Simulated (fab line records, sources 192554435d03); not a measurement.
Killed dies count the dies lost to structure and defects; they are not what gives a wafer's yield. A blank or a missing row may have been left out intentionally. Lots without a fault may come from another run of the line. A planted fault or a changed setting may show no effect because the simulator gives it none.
fab line records :: flow n5Finfet :: part 2 of 2: steps 24 to 31 of 31
record:
  lots: 5
  wafers: 15
  lastDay: 18
route steps=1938 shown BEOL_M14@1720
lots that met no fault: taken from a fault-free run of the same line
startH: the number of hours between the record's first day and the start of the first shown wafer of the lot :: waitH: hours elapsed since this lot's preceding step :: " repeats the value in the row above :: L1.1+2: a row that stands for several wafers :: - no value present, or no start provided :: * or withheld: withheld :: < > ~ a bound
route shown NAME@n: names a module that has steps shown in the file, with the first one's number in the route :: usual: mean/standard deviation taken from wafers without a fault :: same: alike in all rows :: chamber/n: place in a boat :: sites: per-site readings :: _std_site: their standard deviation :: _edge_site: outer sites' mean less inner sites' :: radiusMm: for every site, how far away it sits from the centre of the wafer :: mask NAME#n: copy n :: behind: the most recent tool/chamber to have shaped the wafer :: hold: why the lot went on hold/how many hours it stayed there/how the hold came to an end :: device: names the non-switching transistor (n, p or np) :: end of line: the same wafers' tests at the end of the route :: a step with no rows: only its recipe :: killed: not the wafer's yield, but the dies lost to structure and defects at the first sort :: map: shows each die of a wafer: x if killed, . if not, _ if none is there
set.NAME: the setting that was run; set.NAME@STEP: the one run at that earlier step :: model.NAME: the simulator's own value behind a step, which no gauge read
a table for each step, a row for each wafer; lots at some steps of the route
services: when a tool's chamber went out of use (startH, in hours from the record's first day, below 0 if earlier), for how many hours, and the reason
== steps ==
step: N5_BEOL_M14_PEB_26
recipe:
  pebTempC: 130
  pebTimeS: 90
usual:
  resistLineTempC: 22.99/0.09
lot.wafer: L077.1
tool: lithoTrack-01
chamber: 0
startH: 256.11
waitH: 0.1
resistLineTempC: 22.97

lot.wafer: L077.2
tool: lithoTrack-01
chamber: 0
startH: 256.11
waitH: 0.1
resistLineTempC: 22.93

lot.wafer: L077.6
tool: lithoTrack-01
chamber: 0
startH: 256.11
waitH: 0.1
resistLineTempC: 22.85

lot.wafer: L082.2
tool: lithoTrack-01
chamber: 0
startH: 303.03
waitH: 0.0
resistLineTempC: 23.03

lot.wafer: L082.5
tool: lithoTrack-01
chamber: 0
startH: 303.03
waitH: 0.0
resistLineTempC: 22.97

lot.wafer: L082.6
tool: lithoTrack-01
chamber: 0
startH: 303.03
waitH: 0.0
resistLineTempC: 23.10

lot.wafer: L090.1
tool: lithoTrack-01
chamber: 0
startH: 354.65
waitH: 0.1
resistLineTempC: 22.89

lot.wafer: L090.2
tool: lithoTrack-01
chamber: 0
startH: 354.65
waitH: 0.1
resistLineTempC: 23.05

lot.wafer: L090.3
tool: lithoTrack-01
chamber: 0
startH: 354.65
waitH: 0.1
resistLineTempC: 22.87

lot.wafer: L095.1
tool: lithoTrack-03
chamber: 0
startH: 375.55
waitH: 0.1
resistLineTempC: 23.18

lot.wafer: L095.2
tool: lithoTrack-03
chamber: 0
startH: 375.55
waitH: 0.1
resistLineTempC: 23.04

lot.wafer: L095.3
tool: lithoTrack-03
chamber: 0
startH: 375.55
waitH: 0.1
resistLineTempC: 23.17

lot.wafer: L097.1
tool: lithoTrack-01
chamber: 0
startH: 408.97
waitH: 0.1
resistLineTempC: 22.95

lot.wafer: L097.3
tool: lithoTrack-01
chamber: 0
startH: 408.97
waitH: 0.1
resistLineTempC: 23.12

lot.wafer: L097.6
tool: lithoTrack-01
chamber: 0
startH: 408.97
waitH: 0.1
resistLineTempC: 23.05
step: N5_BEOL_M14_DEVELOP_27
recipe:
  developTimeS: 45
  rinseLiquid: diw
  dry: airSpin
  devTempC: 21
usual:
  resistLineTempC: 23.00/0.11
lot.wafer: L077.1
tool: lithoTrack-01
chamber: 0
startH: -
waitH: -
resistLineTempC: 22.98

lot.wafer: L077.2
tool: lithoTrack-01
chamber: 0
startH: -
waitH: -
resistLineTempC: 22.95

lot.wafer: L077.6
tool: lithoTrack-01
chamber: 0
startH: -
waitH: -
resistLineTempC: 23.18

lot.wafer: L082.2
tool: lithoTrack-01
chamber: 0
startH: -
waitH: -
resistLineTempC: 23.02

lot.wafer: L082.5
tool: lithoTrack-01
chamber: 0
startH: -
waitH: -
resistLineTempC: 23.08

lot.wafer: L082.6
tool: lithoTrack-01
chamber: 0
startH: -
waitH: -
resistLineTempC: 22.94

lot.wafer: L090.1
tool: lithoTrack-01
chamber: 0
startH: -
waitH: -
resistLineTempC: 23.11

lot.wafer: L090.2
tool: lithoTrack-01
chamber: 0
startH: -
waitH: -
resistLineTempC: 22.99

lot.wafer: L090.3
tool: lithoTrack-01
chamber: 0
startH: -
waitH: -
resistLineTempC: 23.22

lot.wafer: L095.1
tool: lithoTrack-03
chamber: 0
startH: -
waitH: -
resistLineTempC: 22.93

lot.wafer: L095.2
tool: lithoTrack-03
chamber: 0
startH: -
waitH: -
resistLineTempC: 22.78

lot.wafer: L095.3
tool: lithoTrack-03
chamber: 0
startH: -
waitH: -
resistLineTempC: 22.88

lot.wafer: L097.1
tool: lithoTrack-01
chamber: 0
startH: -
waitH: -
resistLineTempC: 23.22

lot.wafer: L097.3
tool: lithoTrack-01
chamber: 0
startH: -
waitH: -
resistLineTempC: 23.19

lot.wafer: L097.6
tool: lithoTrack-01
chamber: 0
startH: -
waitH: -
resistLineTempC: 23.14
step: N5_BEOL_M14_HARDBAKE_32
recipe:
  tempC: 130
  timeS: 120
usual:
  resistLineTempC: 23.00/0.1
lot.wafer: L077.1
tool: lithoTrack-01
chamber: 0
startH: -
waitH: -
resistLineTempC: 23.19

lot.wafer: L077.2
tool: lithoTrack-01
chamber: 0
startH: -
waitH: -
resistLineTempC: 22.99

lot.wafer: L077.6
tool: lithoTrack-01
chamber: 0
startH: -
waitH: -
resistLineTempC: 23.08

lot.wafer: L082.2
tool: lithoTrack-01
chamber: 0
startH: -
waitH: -
resistLineTempC: 22.83

lot.wafer: L082.5
tool: lithoTrack-01
chamber: 0
startH: -
waitH: -
resistLineTempC: 22.99

lot.wafer: L082.6
tool: lithoTrack-01
chamber: 0
startH: -
waitH: -
resistLineTempC: 23.08

lot.wafer: L090.1
tool: lithoTrack-01
chamber: 0
startH: -
waitH: -
resistLineTempC: 23.08

lot.wafer: L090.2
tool: lithoTrack-01
chamber: 0
startH: -
waitH: -
resistLineTempC: 22.89

lot.wafer: L090.3
tool: lithoTrack-01
chamber: 0
startH: -
waitH: -
resistLineTempC: 22.99

lot.wafer: L095.1
tool: lithoTrack-03
chamber: 0
startH: -
waitH: -
resistLineTempC: 23.01

lot.wafer: L095.2
tool: lithoTrack-03
chamber: 0
startH: -
waitH: -
resistLineTempC: 22.93

lot.wafer: L095.3
tool: lithoTrack-03
chamber: 0
startH: -
waitH: -
resistLineTempC: 23.02

lot.wafer: L097.1
tool: lithoTrack-01
chamber: 0
startH: -
waitH: -
resistLineTempC: 23.09

lot.wafer: L097.3
tool: lithoTrack-01
chamber: 0
startH: -
waitH: -
resistLineTempC: 23.10

lot.wafer: L097.6
tool: lithoTrack-01
chamber: 0
startH: -
waitH: -
resistLineTempC: 23.21
step: N5_BEOL_M14_CD_MEAS_28
recipe:
  targetCdNm: 284.4
  landingEnergyEv: 500
  detector: seInlens
usual:
  cdNm: 284.8/2
lot.wafer: L077.1
tool: cdSem-01
chamber: 0
startH: 256.23
waitH: -
cdNm: 288.7

lot.wafer: L077.2
tool: cdSem-01
chamber: 0
startH: 256.23
waitH: -
cdNm: 286.1

lot.wafer: L077.6
tool: cdSem-01
chamber: 0
startH: 256.23
waitH: -
cdNm: 284.6

lot.wafer: L082.2
tool: cdSem-03
chamber: 0
startH: 303.15
waitH: -
cdNm: 285.5

lot.wafer: L082.5
tool: cdSem-03
chamber: 0
startH: 303.15
waitH: -
cdNm: 286.4

lot.wafer: L082.6
tool: cdSem-03
chamber: 0
startH: 303.15
waitH: -
cdNm: 282.0

lot.wafer: L090.1
tool: cdSem-01
chamber: 0
startH: 354.77
waitH: -
cdNm: 285.7

lot.wafer: L090.2
tool: cdSem-01
chamber: 0
startH: 354.77
waitH: -
cdNm: 285.3

lot.wafer: L090.3
tool: cdSem-01
chamber: 0
startH: 354.77
waitH: -
cdNm: 286.5

lot.wafer: L095.1
tool: cdSem-01
chamber: 0
startH: 375.67
waitH: -
cdNm: 286.4

lot.wafer: L095.2
tool: cdSem-01
chamber: 0
startH: 375.67
waitH: -
cdNm: 285.2

lot.wafer: L095.3
tool: cdSem-01
chamber: 0
startH: 375.67
waitH: -
cdNm: 286.7

lot.wafer: L097.1
tool: cdSem-03
chamber: 0
startH: 409.08
waitH: -
cdNm: 283.4

lot.wafer: L097.3
tool: cdSem-03
chamber: 0
startH: 409.08
waitH: -
cdNm: 286.6

lot.wafer: L097.6
tool: cdSem-03
chamber: 0
startH: 409.08
waitH: -
cdNm: 288.3
step: N5_BEOL_M14_OVL_MEAS_29
recipe:
  pointsPerWafer: 44
usual:
  M14_OVL: 0/5.6
lot.wafer: L077.1
tool: overlay-01
chamber: 0
startH: 256.26
waitH: 0.0
M14_OVL[nm]: -6

lot.wafer: L077.2
tool: overlay-01
chamber: 0
startH: 256.26
waitH: 0.0
M14_OVL[nm]: 2

lot.wafer: L077.6
tool: overlay-01
chamber: 0
startH: 256.26
waitH: 0.0
M14_OVL[nm]: -1

lot.wafer: L082.2
tool: overlay-01
chamber: 0
startH: 303.18
waitH: 0.0
M14_OVL[nm]: 1

lot.wafer: L082.5
tool: overlay-01
chamber: 0
startH: 303.18
waitH: 0.0
M14_OVL[nm]: -1

lot.wafer: L082.6
tool: overlay-01
chamber: 0
startH: 303.18
waitH: 0.0
M14_OVL[nm]: -3

lot.wafer: L090.1
tool: overlay-02
chamber: 0
startH: 354.80
waitH: 0.0
M14_OVL[nm]: -1

lot.wafer: L090.2
tool: overlay-02
chamber: 0
startH: 354.80
waitH: 0.0
M14_OVL[nm]: -3

lot.wafer: L090.3
tool: overlay-02
chamber: 0
startH: 354.80
waitH: 0.0
M14_OVL[nm]: -5

lot.wafer: L095.1
tool: overlay-01
chamber: 0
startH: 375.70
waitH: 0.0
M14_OVL[nm]: 1

lot.wafer: L095.2
tool: overlay-01
chamber: 0
startH: 375.70
waitH: 0.0
M14_OVL[nm]: 4

lot.wafer: L095.3
tool: overlay-01
chamber: 0
startH: 375.70
waitH: 0.0
M14_OVL[nm]: -1

lot.wafer: L097.1
tool: overlay-02
chamber: 0
startH: 409.11
waitH: 0.0
M14_OVL[nm]: -2

lot.wafer: L097.3
tool: overlay-02
chamber: 0
startH: 409.11
waitH: 0.0
M14_OVL[nm]: 3

lot.wafer: L097.6
tool: overlay-02
chamber: 0
startH: 409.11
waitH: 0.0
M14_OVL[nm]: 4
step: N5_BEOL_M14_INSPECT_30
recipe:
  mode: adi
  inspectInstrument: macro
usual:
  rawDefectCount: 1.9/1.4
lot.wafer: L077.1
tool: defectInspect-02
chamber: -
startH: 256.28
waitH: 0.0
rawDefectCount: 2

lot.wafer: L077.2
tool: defectInspect-02
chamber: -
startH: 256.28
waitH: 0.0
rawDefectCount: 1

lot.wafer: L077.6
tool: defectInspect-02
chamber: -
startH: 256.28
waitH: 0.0
rawDefectCount: 0

lot.wafer: L082.2
tool: defectInspect-02
chamber: -
startH: 303.20
waitH: 0.0
rawDefectCount: 1

lot.wafer: L082.5
tool: defectInspect-02
chamber: -
startH: 303.20
waitH: 0.0
rawDefectCount: 4

lot.wafer: L082.6
tool: defectInspect-02
chamber: -
startH: 303.20
waitH: 0.0
rawDefectCount: 4

lot.wafer: L090.1
tool: defectInspect-02
chamber: -
startH: 354.83
waitH: 0.0
rawDefectCount: 1

lot.wafer: L090.2
tool: defectInspect-02
chamber: -
startH: 354.83
waitH: 0.0
rawDefectCount: 0

lot.wafer: L090.3
tool: defectInspect-02
chamber: -
startH: 354.83
waitH: 0.0
rawDefectCount: 1

lot.wafer: L095.1
tool: defectInspect-01
chamber: -
startH: 375.73
waitH: 0.0
rawDefectCount: 3

lot.wafer: L095.2
tool: defectInspect-01
chamber: -
startH: 375.73
waitH: 0.0
rawDefectCount: 0

lot.wafer: L095.3
tool: defectInspect-01
chamber: -
startH: 375.73
waitH: 0.0
rawDefectCount: 1

lot.wafer: L097.1
tool: defectInspect-01
chamber: -
startH: 409.13
waitH: 0.0
rawDefectCount: 3

lot.wafer: L097.3
tool: defectInspect-01
chamber: -
startH: 409.13
waitH: 0.0
rawDefectCount: 1

lot.wafer: L097.6
tool: defectInspect-01
chamber: -
startH: 409.13
waitH: 0.0
rawDefectCount: 6
step: N5_BEOL_M14_DESCUM_33
recipe:
  chemistry: O2
  timeS: 7.9
  sourcePowerW: 50
  biasPowerW: 20
  pressureMtorr: 20
  rfFrequencyHz: 2.712e+07
  tempC: 40
  o2FlowSccm: 225
usual:
  drypumpMotorCurrentA: 5.5/0.45
  oesProductAu: 0.81/0.067
  rfVppV: 243.2/1.2
  showerheadPlenumPTorr: 2.09/0.066
  throttleValvePct: 20.23/0.2
lot.wafer: L077.1
tool: rieDiel-04
chamber: 1
startH: 256.39
waitH: 0.1
drypumpMotorCurrentA: 5.2
oesProductAu: 0.86
rfHoursCounterH: 48
rfVppV: 245.5
showerheadPlenumPTorr: 2.23
throttleValvePct: 20.23

lot.wafer: L077.2
tool: rieDiel-04
chamber: 2
startH: 256.39
waitH: 0.1
drypumpMotorCurrentA: 5.0
oesProductAu: 0.81
rfHoursCounterH: 81
rfVppV: 242.5
showerheadPlenumPTorr: 2.12
throttleValvePct: 20.19

lot.wafer: L077.6
tool: rieDiel-04
chamber: 0
startH: 256.39
waitH: 0.1
drypumpMotorCurrentA: 5.9
oesProductAu: 0.88
rfHoursCounterH: -
rfVppV: 243.7
showerheadPlenumPTorr: 2.04
throttleValvePct: 20.43

lot.wafer: L082.2
tool: rieDiel-01
chamber: 3
startH: 303.23
waitH: 0.0
drypumpMotorCurrentA: 4.8
oesProductAu: 0.73
rfHoursCounterH: 141
rfVppV: 243.1
showerheadPlenumPTorr: 2.06
throttleValvePct: 19.83

lot.wafer: L082.5
tool: rieDiel-01
chamber: 1
startH: 303.23
waitH: 0.0
drypumpMotorCurrentA: 5.5
oesProductAu: 0.84
rfHoursCounterH: -
rfVppV: 243.1
showerheadPlenumPTorr: 2.14
throttleValvePct: 20.04

lot.wafer: L082.6
tool: rieDiel-01
chamber: 0
startH: 303.23
waitH: 0.0
drypumpMotorCurrentA: 5.7
oesProductAu: 0.69
rfHoursCounterH: -
rfVppV: 243.2
showerheadPlenumPTorr: 2.15
throttleValvePct: 20.31

lot.wafer: L090.1
tool: rieDiel-02
chamber: 2
startH: 354.86
waitH: 0.0
drypumpMotorCurrentA: 6.2
oesProductAu: 0.78
rfHoursCounterH: 84
rfVppV: 242.2
showerheadPlenumPTorr: 2.03
throttleValvePct: 20.02

lot.wafer: L090.2
tool: rieDiel-02
chamber: 0
startH: 354.86
waitH: 0.0
drypumpMotorCurrentA: 6.2
oesProductAu: 0.83
rfHoursCounterH: 78
rfVppV: 241.7
showerheadPlenumPTorr: 2.00
throttleValvePct: 20.43

lot.wafer: L090.3
tool: rieDiel-02
chamber: 2
startH: 354.86
waitH: 0.0
drypumpMotorCurrentA: 6.2
oesProductAu: 0.79
rfHoursCounterH: -
rfVppV: 242.6
showerheadPlenumPTorr: 2.03
throttleValvePct: 20.04

lot.wafer: L095.1
tool: rieDiel-02
chamber: 0
startH: 376.11
waitH: 0.4
drypumpMotorCurrentA: 6.2
oesProductAu: 0.82
rfHoursCounterH: 88
rfVppV: 242.6
showerheadPlenumPTorr: 1.99
throttleValvePct: 20.43

lot.wafer: L095.2
tool: rieDiel-02
chamber: 1
startH: 376.11
waitH: 0.4
drypumpMotorCurrentA: 5.4
oesProductAu: 0.74
rfHoursCounterH: 144
rfVppV: 241.7
showerheadPlenumPTorr: 2.01
throttleValvePct: 20.06

lot.wafer: L095.3
tool: rieDiel-02
chamber: 2
startH: 376.11
waitH: 0.4
drypumpMotorCurrentA: 6.2
oesProductAu: 0.77
rfHoursCounterH: 93
rfVppV: 243.5
showerheadPlenumPTorr: 2.03
throttleValvePct: 20.05

lot.wafer: L097.1
tool: rieDiel-04
chamber: 0
startH: 409.46
waitH: 0.3
drypumpMotorCurrentA: 5.9
oesProductAu: 0.81
rfHoursCounterH: 79
rfVppV: 242.3
showerheadPlenumPTorr: 2.02
throttleValvePct: 20.49

lot.wafer: L097.3
tool: rieDiel-04
chamber: 1
startH: 409.46
waitH: 0.3
drypumpMotorCurrentA: 5.2
oesProductAu: 0.80
rfHoursCounterH: 94
rfVppV: 245.2
showerheadPlenumPTorr: 2.21
throttleValvePct: 20.30

lot.wafer: L097.6
tool: rieDiel-04
chamber: 0
startH: 409.46
waitH: 0.3
drypumpMotorCurrentA: 5.9
oesProductAu: 0.81
rfHoursCounterH: -
rfVppV: 239.8
showerheadPlenumPTorr: 2.02
throttleValvePct: 20.49
step: N5_BEOL_M14_ETCH_67
recipe:
  chemistry: CF4
  target: SiARC
  targetDepthA: 1430
  timeS: 238.3
  ionEnergyEv: 80
  pressureMtorr: 40
  sourceW: 545
  biasW: 36
  Ar_flow_sccm: 100
  cf4FlowSccm: 100
  ends: cleared
usual:
  drypumpMotorCurrentA: 5.5/0.45
  etchRfOnTimeS: 239/9.9
  oesProductAu: 0.69/0.063
  rfVppV: 184.0/1.1
  showerheadPlenumPTorr: 2.15/0.06
  throttleValvePct: 15.45/0.22
lot.wafer: L077.1
tool: rieDiel-04
chamber: 1
startH: 256.43
waitH: 0.0
drypumpMotorCurrentA: 5.1
etchRfOnTimeS: 237
oesProductAu: 0.74
rfHoursCounterH: 48
rfVppV: 185.1
showerheadPlenumPTorr: 2.27
throttleValvePct: 15.44

lot.wafer: L077.2
tool: rieDiel-04
chamber: 2
startH: 256.43
waitH: 0.0
drypumpMotorCurrentA: 4.9
etchRfOnTimeS: 239
oesProductAu: 0.69
rfHoursCounterH: 81
rfVppV: 184.5
showerheadPlenumPTorr: 2.16
throttleValvePct: 15.23

lot.wafer: L077.6
tool: rieDiel-04
chamber: 0
startH: 256.43
waitH: 0.0
drypumpMotorCurrentA: 5.9
etchRfOnTimeS: 242
oesProductAu: 0.74
rfHoursCounterH: -
rfVppV: 183.1
showerheadPlenumPTorr: 2.10
throttleValvePct: 15.61

lot.wafer: L082.2
tool: rieDiel-01
chamber: 3
startH: 303.27
waitH: 0.0
drypumpMotorCurrentA: 4.8
etchRfOnTimeS: 240
oesProductAu: 0.63
rfHoursCounterH: 141
rfVppV: 184.5
showerheadPlenumPTorr: 2.13
throttleValvePct: 15.25

lot.wafer: L082.5
tool: rieDiel-01
chamber: 1
startH: 303.27
waitH: 0.0
drypumpMotorCurrentA: 5.5
etchRfOnTimeS: 247
oesProductAu: 0.69
rfHoursCounterH: -
rfVppV: 186.0
showerheadPlenumPTorr: 2.17
throttleValvePct: 15.11

lot.wafer: L082.6
tool: rieDiel-01
chamber: 0
startH: 303.27
waitH: 0.0
drypumpMotorCurrentA: 5.6
etchRfOnTimeS: 242
oesProductAu: 0.59
rfHoursCounterH: -
rfVppV: 183.8
showerheadPlenumPTorr: 2.21
throttleValvePct: 15.69

lot.wafer: L090.1
tool: rieDiel-02
chamber: 2
startH: 354.91
waitH: 0.0
drypumpMotorCurrentA: 6.2
etchRfOnTimeS: 254
oesProductAu: 0.66
rfHoursCounterH: 84
rfVppV: 183.3
showerheadPlenumPTorr: 2.09
throttleValvePct: 15.25

lot.wafer: L090.2
tool: rieDiel-02
chamber: 0
startH: 354.91
waitH: 0.0
drypumpMotorCurrentA: 6.2
etchRfOnTimeS: 230
oesProductAu: 0.72
rfHoursCounterH: 78
rfVppV: 183.3
showerheadPlenumPTorr: 2.08
throttleValvePct: 15.83

lot.wafer: L090.3
tool: rieDiel-02
chamber: 2
startH: 354.91
waitH: 0.0
drypumpMotorCurrentA: 6.2
etchRfOnTimeS: 258
oesProductAu: 0.66
rfHoursCounterH: -
rfVppV: 184.3
showerheadPlenumPTorr: 2.09
throttleValvePct: 15.25

lot.wafer: L095.1
tool: rieDiel-02
chamber: 0
startH: 376.14
waitH: 0.0
drypumpMotorCurrentA: 6.2
etchRfOnTimeS: 226
oesProductAu: 0.70
rfHoursCounterH: 88
rfVppV: 183.5
showerheadPlenumPTorr: 2.07
throttleValvePct: 15.84

lot.wafer: L095.2
tool: rieDiel-02
chamber: 1
startH: 376.14
waitH: 0.0
drypumpMotorCurrentA: 5.4
etchRfOnTimeS: 243
oesProductAu: 0.64
rfHoursCounterH: 144
rfVppV: 184.6
showerheadPlenumPTorr: 2.05
throttleValvePct: 15.24

lot.wafer: L095.3
tool: rieDiel-02
chamber: 2
startH: 376.14
waitH: 0.0
drypumpMotorCurrentA: 6.2
etchRfOnTimeS: 254
oesProductAu: 0.65
rfHoursCounterH: 93
rfVppV: 184.1
showerheadPlenumPTorr: 2.09
throttleValvePct: 15.27

lot.wafer: L097.1
tool: rieDiel-04
chamber: 0
startH: 409.49
waitH: 0.0
drypumpMotorCurrentA: 5.8
etchRfOnTimeS: 242
oesProductAu: 0.68
rfHoursCounterH: 79
rfVppV: 183.5
showerheadPlenumPTorr: 2.09
throttleValvePct: 15.72

lot.wafer: L097.3
tool: rieDiel-04
chamber: 1
startH: 409.49
waitH: 0.0
drypumpMotorCurrentA: 5.2
etchRfOnTimeS: 241
oesProductAu: 0.68
rfHoursCounterH: 94
rfVppV: 184.2
showerheadPlenumPTorr: 2.26
throttleValvePct: 15.52

lot.wafer: L097.6
tool: rieDiel-04
chamber: 0
startH: 409.49
waitH: 0.0
drypumpMotorCurrentA: 5.8
etchRfOnTimeS: 244
oesProductAu: 0.68
rfHoursCounterH: -
rfVppV: 183.1
showerheadPlenumPTorr: 2.09
throttleValvePct: 15.69
== services ==
tool: rieDiel-02
chamber: -
startH: 236.00
hours: 4.0
kind: repair

tool: rieDiel-04
chamber: -
startH: 260.98
hours: 14.6
kind: pm

tool: krfScanner-01
chamber: -
startH: 267.27
hours: 3.6
kind: pm

tool: rieDiel-04
chamber: 3
startH: 277.80
hours: 22.7
kind: repair

tool: rieDiel-04
chamber: -
startH: 278.13
hours: 2.0
kind: repair

tool: krfScanner-02
chamber: -
startH: 307.60
hours: 3.6
kind: pm

tool: rieDiel-04
chamber: 3
startH: 321.91
hours: 5.7
kind: repair

tool: rieDiel-01
chamber: 1
startH: 325.21
hours: 10.6
kind: repair

tool: krfScanner-01
chamber: -
startH: 330.03
hours: 0.8
kind: pm

tool: krfScanner-02
chamber: -
startH: 332.59
hours: 0.5
kind: repair

tool: krfScanner-01
chamber: -
startH: 333.48
hours: 1.0
kind: pm

tool: krfScanner-02
chamber: -
startH: 335.36
hours: 1.0
kind: pm

tool: rieDiel-04
chamber: 1
startH: 338.19
hours: 8.8
kind: repair

tool: krfScanner-02
chamber: -
startH: 349.50
hours: 1.3
kind: pm

tool: rieDiel-02
chamber: 1
startH: 353.41
hours: 5.8
kind: repair

tool: krfScanner-02
chamber: -
startH: 355.84
hours: 18.1
kind: repair

tool: krfScanner-01
chamber: -
startH: 365.33
hours: 17.6
kind: repair

tool: rieDiel-01
chamber: -
startH: 372.40
hours: 2.8
kind: pm

tool: krfScanner-02
chamber: -
startH: 386.92
hours: 0.8
kind: pm

tool: rieDiel-01
chamber: -
startH: 389.62
hours: 0.6
kind: repair

tool: rieDiel-04
chamber: 1
startH: 389.83
hours: 7.0
kind: repair

tool: wetBench-01
chamber: -
startH: 393.40
hours: 4.3
kind: repair

tool: rieDiel-01
chamber: 0
startH: 394.29
hours: 2.7
kind: repair

tool: rieDiel-02
chamber: -
startH: 395.15
hours: 2.5
kind: repair
